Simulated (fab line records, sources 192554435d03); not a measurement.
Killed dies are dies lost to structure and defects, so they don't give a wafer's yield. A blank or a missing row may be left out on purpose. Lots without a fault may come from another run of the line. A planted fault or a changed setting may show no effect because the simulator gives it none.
Chamber matching | flow n5_finfet | N5_BEOL_M8_ETCH_72 on rie_diel-01: 4 sister chambers
The step etches underlayer in N2/H2, target depth 6.5 nm, time 5.2 s. 4 wafers are shown with their chamber, then 8 later ones without.

WAFERS WITH THEIR CHAMBER
wafer  | chamber | showerhead_plenum_p_Torr (Torr)
L088.2 | 2       | 2.58
L087.1 | 3       | 2.50
L087.5 | 1       | 2.38
L090.1 | 0       | 2.62

WAFERS WITHOUT THEIR CHAMBER
wafer  | showerhead_plenum_p_Torr (Torr)
L090.4 | 2.38
L090.6 | 2.49
L093.1 | 2.62
L093.4 | 2.49
L093.5 | 2.62
L096.4 | 2.56
L096.5 | 2.56
L096.6 | 2.49

WHICH CHAMBER EACH WENT THROUGH
wafer  | from the rows above | in truth
L090.4 | 1                   | 1
L090.6 | 3                   | 3
L093.1 | 0                   | 0
L093.4 | 3                   | 3
L093.5 | 0                   | 0
L096.4 | 2                   | 2
L096.5 | 2                   | 2
L096.6 | 3                   | 3
Placed correctly: 8 of 8. Can't be placed from these rows: 0. Placed wrongly: 0.
How it was worked out, from the rows above alone: a wafer's distance from a chamber is the root of the sum, over the readings, of the square of ((its reading less the chamber's mean) divided by the reading's scatter). The wafer belongs to the nearest chamber; if the next one is less than 2 further off, it can't be placed. A chamber's mean is the mean of its shown wafers. The scatter: with one shown wafer a chamber, the root of the mean of the squares of how far each hidden wafer lies from its nearest shown one.
